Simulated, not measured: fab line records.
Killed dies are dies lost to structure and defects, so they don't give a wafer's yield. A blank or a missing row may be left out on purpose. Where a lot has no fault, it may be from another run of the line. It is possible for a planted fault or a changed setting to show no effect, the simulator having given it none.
Which tool did it? || flow nandHarc || 13 lots, 39 wafers sampled, at 5 steps of a route of 1302

WHAT THE GAUGES SHOWED, per wafer
NHARC_A_BONDPAD_CD_MEAS_13. Usual: cdNm 498.6 nm, standard deviation 2.9.
{"lot": "L856", "measured": "day 23 14:46", "on": "cdSem-02", "cdNm (nm)": "499.4 502.0 498.1", "flag": ""}
{"lot": "L857", "measured": "day 23 20:32", "on": "cdSem-02", "cdNm (nm)": "498.7 497.0 496.1", "flag": ""}
{"lot": "L858", "measured": "day 24 10:10", "on": "cdSem-02", "cdNm (nm)": "498.5 496.9 498.0", "flag": ""}
{"lot": "L860", "measured": "day 25 08:17", "on": "cdSem-01", "cdNm (nm)": "498.8 495.7 497.8", "flag": ""}
{"lot": "L862", "measured": "day 26 04:34", "on": "cdSem-01", "cdNm (nm)": "501.0 502.2 504.4", "flag": ""}
{"lot": "L861", "measured": "day 26 02:35", "on": "cdSem-02", "cdNm (nm)": "501.9 500.4 504.1", "flag": ""}
{"lot": "L863", "measured": "day 26 13:52", "on": "cdSem-01", "cdNm (nm)": "490.6 493.1 494.7", "flag": ""}
{"lot": "L864", "measured": "day 27 14:52", "on": "cdSem-03", "cdNm (nm)": "498.1 497.9 501.9", "flag": ""}
{"lot": "L867", "measured": "day 28 07:31", "on": "cdSem-01", "cdNm (nm)": "499.4 499.7 499.5", "flag": ""}
{"lot": "L868", "measured": "day 29 06:56", "on": "cdSem-01", "cdNm (nm)": "493.1 499.6 499.8", "flag": ""}
{"lot": "L875", "measured": "day 31 02:50", "on": "cdSem-01", "cdNm (nm)": "501.2 500.8 500.9", "flag": ""}
{"lot": "L877", "measured": "day 32 23:06", "on": "cdSem-03", "cdNm (nm)": "499.0 495.1 500.4", "flag": ""}
{"lot": "L878", "measured": "day 33 18:23", "on": "cdSem-03", "cdNm (nm)": "498.0 501.2 494.5", "flag": ""}

NHARC_END_SORT_01. Usual: killedAtArray 56, standard deviation 17; killedAtOther 0.9, standard deviation 1.2; killedAtPeriphery 3.9, standard deviation 2.5; killedDies 61, standard deviation 17; killedOpen 3.2, standard deviation 1.8; killedShort 2.7, standard deviation 1.7.
{"lot": "L877", "measured": "day 34 08:16", "on": "prober-02", "killedAtArray": "71 77 116", "killedAtOther": "0 0 0", "killedAtPeriphery": "7 5 5", "killedDies": "78 82 121", "killedOpen": "6 4 3", "killedShort": "4 4 4", "flag": ""}

EACH LOT AND THE TOOL THAT RAN IT (in order: tool; ch and the chambers of the sampled wafers; start)
{"lot": "L856", "NHARC_A_SGD_CUT_STRIP_17": "rieDiel-04 ch 0,3, day 19 17:38", "NHARC_A_BONDPAD_PRE_CLEAN_26": "pvdSputter-02, day 23 16:30 or earlier", "NHARC_A_BONDPAD_CMP_19": "cmp-03 ch 1,3, day 23 16:30"}
{"lot": "L857", "NHARC_A_SGD_CUT_STRIP_17": "rieDiel-04 ch 0,1, day 19 23:04", "NHARC_A_BONDPAD_PRE_CLEAN_26": "pvdSputter-02, day 23 22:17 or earlier", "NHARC_A_BONDPAD_CMP_19": "cmp-04 ch 0,2, day 23 22:17"}
{"lot": "L858", "NHARC_A_SGD_CUT_STRIP_17": "rieDiel-08 ch 0,3, day 20 12:29", "NHARC_A_BONDPAD_PRE_CLEAN_26": "pvdSputter-02, day 24 11:55 or earlier", "NHARC_A_BONDPAD_CMP_19": "cmp-01 ch 1,2,3, day 24 11:55"}
{"lot": "L860", "NHARC_A_SGD_CUT_STRIP_17": "rieDiel-08 ch 0,2,3, day 21 06:50", "NHARC_A_BONDPAD_PRE_CLEAN_26": "pvdSputter-02, day 25 10:08 or earlier", "NHARC_A_BONDPAD_CMP_19": "cmp-01 ch 0,1, day 25 10:08"}
{"lot": "L862", "NHARC_A_SGD_CUT_STRIP_17": "rieDiel-09 ch 1,2, day 22 07:22", "NHARC_A_BONDPAD_PRE_CLEAN_26": "pvdSputter-02, day 26 06:16 or earlier", "NHARC_A_BONDPAD_CMP_19": "cmp-01 ch 0,1, day 26 06:16"}
{"lot": "L861", "NHARC_A_SGD_CUT_STRIP_17": "rieDiel-08 ch 2,3, day 22 07:39", "NHARC_A_BONDPAD_PRE_CLEAN_26": "pvdSputter-03, day 26 04:19 or earlier", "NHARC_A_BONDPAD_CMP_19": "cmp-01 ch 0,2,3, day 26 04:19"}
{"lot": "L863", "NHARC_A_SGD_CUT_STRIP_17": "rieDiel-08 ch 0,2,3, day 22 17:10", "NHARC_A_BONDPAD_PRE_CLEAN_26": "pvdSputter-03, day 26 15:34 or earlier", "NHARC_A_BONDPAD_CMP_19": "cmp-04 ch 0,1,2, day 26 15:34"}
{"lot": "L864", "NHARC_A_SGD_CUT_STRIP_17": "rieDiel-08 ch 0,1,3, day 23 05:05", "NHARC_A_BONDPAD_PRE_CLEAN_26": "pvdSputter-01, day 27 16:35 or earlier", "NHARC_A_BONDPAD_CMP_19": "cmp-04 ch 0,1,3, day 27 16:35"}
{"lot": "L867", "NHARC_A_SGD_CUT_STRIP_17": "rieDiel-08 ch 0,1,3, day 24 03:58", "NHARC_A_BONDPAD_PRE_CLEAN_26": "pvdSputter-02, day 28 09:16 or earlier", "NHARC_A_BONDPAD_CMP_19": "cmp-01 ch 1,2,3, day 28 09:16"}
{"lot": "L868", "NHARC_A_SGD_CUT_STRIP_17": "rieDiel-08 ch 1,3, day 25 12:46", "NHARC_A_BONDPAD_PRE_CLEAN_26": "pvdSputter-02, day 29 08:41 or earlier", "NHARC_A_BONDPAD_CMP_19": "cmp-01 ch 1,2,3, day 29 08:41"}
{"lot": "L875", "NHARC_A_SGD_CUT_STRIP_17": "rieDiel-08 ch 0,1,3, day 27 09:29", "NHARC_A_BONDPAD_PRE_CLEAN_26": "pvdSputter-03, day 31 04:33 or earlier", "NHARC_A_BONDPAD_CMP_19": "cmp-01 ch 1,2,3, day 31 04:33"}
{"lot": "L877", "NHARC_A_SGD_CUT_STRIP_17": "rieDiel-08 ch 0,1,2, day 28 13:34", "NHARC_A_BONDPAD_PRE_CLEAN_26": "pvdSputter-03, day 33 00:50 or earlier", "NHARC_A_BONDPAD_CMP_19": "cmp-01 ch 1,2,3, day 33 00:50"}
{"lot": "L878", "NHARC_A_SGD_CUT_STRIP_17": "rieDiel-04 ch 0,1,2, day 29 17:52", "NHARC_A_BONDPAD_PRE_CLEAN_26": "pvdSputter-03, day 33 20:08 or earlier", "NHARC_A_BONDPAD_CMP_19": "cmp-03 ch 0,2,3, day 33 20:08"}
- NHARC_A_SGD_CUT_STRIP_17: strips in O2.
- NHARC_A_BONDPAD_PRE_CLEAN_26: time 30 s.
- NHARC_A_BONDPAD_CMP_19: polishes, t overpolish 30 s, cu recess touch 16 s, target thk 169.82 nm.

AS READ BY THE TOOLS THEMSELVES (means over the sampled wafers that have a number; for cases with no such wafer, the mark the record gives instead)
NHARC_A_SGD_CUT_STRIP_17. Usual: drypumpMotorCurrentA 5.9 A, standard deviation 0.45; oesProductAu 0.999 a.u., standard deviation 0.014; rfVppV 57.8 V, standard deviation 0.83; showerheadPlenumPTorr 3.51 Torr, standard deviation 0.13; throttleValvePct 17.036 %, standard deviation 0.0089.
{"lot": "L856", "tool": "rieDiel-04", "drypumpMotorCurrentA (A)": 6.3, "oesProductAu (a.u.)": 0.997, "rfVppV (V)": 58.1, "showerheadPlenumPTorr (Torr)": 3.42, "throttleValvePct (%)": 17.034, "flag": ""}
{"lot": "L857", "tool": "rieDiel-04", "drypumpMotorCurrentA (A)": 6.1, "oesProductAu (a.u.)": 0.986, "rfVppV (V)": 57.7, "showerheadPlenumPTorr (Torr)": 3.44, "throttleValvePct (%)": 17.025, "flag": ""}
{"lot": "L858", "tool": "rieDiel-08", "drypumpMotorCurrentA (A)": 5.8, "oesProductAu (a.u.)": 0.998, "rfVppV (V)": 57.3, "showerheadPlenumPTorr (Torr)": 3.65, "throttleValvePct (%)": 17.037, "flag": ""}
{"lot": "L860", "tool": "rieDiel-08", "drypumpMotorCurrentA (A)": 6.0, "oesProductAu (a.u.)": 1.001, "rfVppV (V)": 58.4, "showerheadPlenumPTorr (Torr)": 3.57, "throttleValvePct (%)": 17.043, "flag": ""}
{"lot": "L862", "tool": "rieDiel-09", "drypumpMotorCurrentA (A)": 5.2, "oesProductAu (a.u.)": 1.010, "rfVppV (V)": 57.9, "showerheadPlenumPTorr (Torr)": 3.56, "throttleValvePct (%)": 17.037, "flag": ""}
{"lot": "L861", "tool": "rieDiel-08", "drypumpMotorCurrentA (A)": 6.0, "oesProductAu (a.u.)": 1.006, "rfVppV (V)": 57.6, "showerheadPlenumPTorr (Torr)": 3.61, "throttleValvePct (%)": 17.047, "flag": ""}
{"lot": "L863", "tool": "rieDiel-08", "drypumpMotorCurrentA (A)": 6.0, "oesProductAu (a.u.)": 0.997, "rfVppV (V)": 57.9, "showerheadPlenumPTorr (Torr)": 3.56, "throttleValvePct (%)": 17.038, "flag": ""}
{"lot": "L864", "tool": "rieDiel-08", "drypumpMotorCurrentA (A)": 5.8, "oesProductAu (a.u.)": 1.005, "rfVppV (V)": 57.6, "showerheadPlenumPTorr (Torr)": 3.60, "throttleValvePct (%)": 17.026, "flag": ""}
{"lot": "L867", "tool": "rieDiel-08", "drypumpMotorCurrentA (A)": 5.8, "oesProductAu (a.u.)": 0.999, "rfVppV (V)": 57.8, "showerheadPlenumPTorr (Torr)": 3.60, "throttleValvePct (%)": 17.039, "flag": ""}
{"lot": "L868", "tool": "rieDiel-08", "drypumpMotorCurrentA (A)": 5.8, "oesProductAu (a.u.)": 0.991, "rfVppV (V)": 58.4, "showerheadPlenumPTorr (Torr)": 3.56, "throttleValvePct (%)": 17.029, "flag": ""}
{"lot": "L875", "tool": "rieDiel-08", "drypumpMotorCurrentA (A)": 5.8, "oesProductAu (a.u.)": 0.989, "rfVppV (V)": 57.8, "showerheadPlenumPTorr (Torr)": 3.60, "throttleValvePct (%)": 17.042, "flag": ""}
{"lot": "L877", "tool": "rieDiel-08", "drypumpMotorCurrentA (A)": 5.9, "oesProductAu (a.u.)": 0.991, "rfVppV (V)": 57.7, "showerheadPlenumPTorr (Torr)": 3.48, "throttleValvePct (%)": 17.037, "flag": ""}
{"lot": "L878", "tool": "rieDiel-04", "drypumpMotorCurrentA (A)": 6.2, "oesProductAu (a.u.)": 1.007, "rfVppV (V)": 57.0, "showerheadPlenumPTorr (Torr)": 3.49, "throttleValvePct (%)": 17.036, "flag": ""}

NHARC_A_BONDPAD_PRE_CLEAN_26. Usual: heaterPowerW 404 W, standard deviation 26.
{"lot": "L856", "tool": "pvdSputter-02", "heaterPowerW (W)": 408, "flag": ""}
{"lot": "L857", "tool": "pvdSputter-02", "heaterPowerW (W)": 431, "flag": ""}
{"lot": "L858", "tool": "pvdSputter-02", "heaterPowerW (W)": 431, "flag": ""}
{"lot": "L860", "tool": "pvdSputter-02", "heaterPowerW (W)": 423, "flag": ""}
{"lot": "L862", "tool": "pvdSputter-02", "heaterPowerW (W)": 412, "flag": ""}
{"lot": "L861", "tool": "pvdSputter-03", "heaterPowerW (W)": 381, "flag": ""}
{"lot": "L863", "tool": "pvdSputter-03", "heaterPowerW (W)": 385, "flag": ""}
{"lot": "L864", "tool": "pvdSputter-01", "heaterPowerW (W)": 413, "flag": ""}
{"lot": "L867", "tool": "pvdSputter-02", "heaterPowerW (W)": 405, "flag": ""}
{"lot": "L868", "tool": "pvdSputter-02", "heaterPowerW (W)": 417, "flag": ""}
{"lot": "L875", "tool": "pvdSputter-03", "heaterPowerW (W)": 409, "flag": ""}
{"lot": "L877", "tool": "pvdSputter-03", "heaterPowerW (W)": 394, "flag": ""}
{"lot": "L878", "tool": "pvdSputter-03", "heaterPowerW (W)": 400, "flag": ""}

NHARC_A_BONDPAD_CMP_19. Usual: motorCurrentA 11.6 A, standard deviation 1.1; overpolishRunS 30.000 s, standard deviation 0.0082.
{"lot": "L856", "tool": "cmp-03", "motorCurrentA (A)": 12.2, "overpolishRunS (s)": 30.000, "flag": ""}
{"lot": "L857", "tool": "cmp-04", "motorCurrentA (A)": 12.7, "overpolishRunS (s)": 29.990, "flag": ""}
{"lot": "L858", "tool": "cmp-01", "motorCurrentA (A)": 11.0, "overpolishRunS (s)": 29.991, "flag": ""}
{"lot": "L860", "tool": "cmp-01", "motorCurrentA (A)": 11.1, "overpolishRunS (s)": 30.000, "flag": ""}
{"lot": "L862", "tool": "cmp-01", "motorCurrentA (A)": 11.8, "overpolishRunS (s)": 30.002, "flag": ""}
{"lot": "L861", "tool": "cmp-01", "motorCurrentA (A)": 10.7, "overpolishRunS (s)": 30.002, "flag": ""}
{"lot": "L863", "tool": "cmp-04", "motorCurrentA (A)": 12.8, "overpolishRunS (s)": 30.004, "flag": ""}
{"lot": "L864", "tool": "cmp-04", "motorCurrentA (A)": 12.0, "overpolishRunS (s)": 29.998, "flag": ""}
{"lot": "L867", "tool": "cmp-01", "motorCurrentA (A)": 10.7, "overpolishRunS (s)": 29.988, "flag": ""}
{"lot": "L868", "tool": "cmp-01", "motorCurrentA (A)": 10.5, "overpolishRunS (s)": 30.002, "flag": ""}
{"lot": "L875", "tool": "cmp-01", "motorCurrentA (A)": 10.7, "overpolishRunS (s)": 30.005, "flag": ""}
{"lot": "L877", "tool": "cmp-01", "motorCurrentA (A)": 10.9, "overpolishRunS (s)": 29.995, "flag": ""}
{"lot": "L878", "tool": "cmp-03", "motorCurrentA (A)": 12.5, "overpolishRunS (s)": 30.000, "flag": ""}

THE ANSWER, worked out from the rows above alone
Rule: take the mean of a lot's wafers that have a number; if it is more than 3 standard deviations from the usual mean, the lot is off. Also off: a lot with no number at a reading for which 4 or more lots have one. Any other lot the step has rows for is counted as sound. The gauges are gone through in route order, then the tools' own readings, and for those a lot's mean is taken as printed above. The first step at which some lot is off is used, and at that step the reading that is off furthest; a lot without a number counts as furthest.
Across all readings shown, no lot is off: no conclusion can be drawn from this.

WHAT HAD BEEN PUT IN BY THE SIMULATOR
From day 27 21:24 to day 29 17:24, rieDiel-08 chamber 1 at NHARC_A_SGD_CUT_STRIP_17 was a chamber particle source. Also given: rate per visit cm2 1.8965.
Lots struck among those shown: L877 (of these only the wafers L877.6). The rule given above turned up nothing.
